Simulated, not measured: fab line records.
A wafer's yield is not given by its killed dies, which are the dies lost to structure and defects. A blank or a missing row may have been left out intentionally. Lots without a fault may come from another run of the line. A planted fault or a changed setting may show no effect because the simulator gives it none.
Matching of chambers | flow n5Finfet | 3 sister chambers for N5_FIN_SAQP_HM_DEP_72 on pecvd-04
The step deposits SiO2 from SiH4/N2O, target thk 12 nm, time 7.2 s. 3 wafers are shown with their chamber, then 7 later ones without.

== EACH WAFER AND ITS CHAMBER ==
wafer  | chamber | showerheadPlenumPTorr (Torr)
L356.4 | 0       | 8.18
L358.1 | 1       | 7.93
L358.5 | 2       | 8.00

== WAFERS WITH NO CHAMBER GIVEN ==
wafer  | showerheadPlenumPTorr (Torr)
L358.6 | 7.93
L372.1 | 7.97
L372.2 | 8.00
L372.6 | 8.01
L373.1 | 8.16
L373.3 | 7.99
L373.5 | 8.01

== EACH ONE'S CHAMBER ==
wafer  | from the rows above     | in truth
L358.6 | 1                       | 1
L372.1 | can't be placed: 2 or 1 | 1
L372.2 | 2                       | 2
L372.6 | 2                       | 2
L373.1 | 0                       | 0
L373.3 | 2                       | 2
L373.5 | 2                       | 2
Correct placement for 6 of the 7. Can't be placed from these rows: 1 (the true chamber is among the candidates in 1). 0 placed wrongly.
How it was worked out, from the rows above alone: a wafer's distance from a chamber is the root of the sum, over the readings, of the square of ((its reading less the chamber's mean) divided by the reading's scatter). The wafer belongs to the nearest chamber; if the next one is less than 2 further off, it can't be placed. A chamber's mean is the mean of its shown wafers. The scatter: with one shown wafer a chamber, the root of the mean of the squares of how far each hidden wafer lies from its nearest shown one.
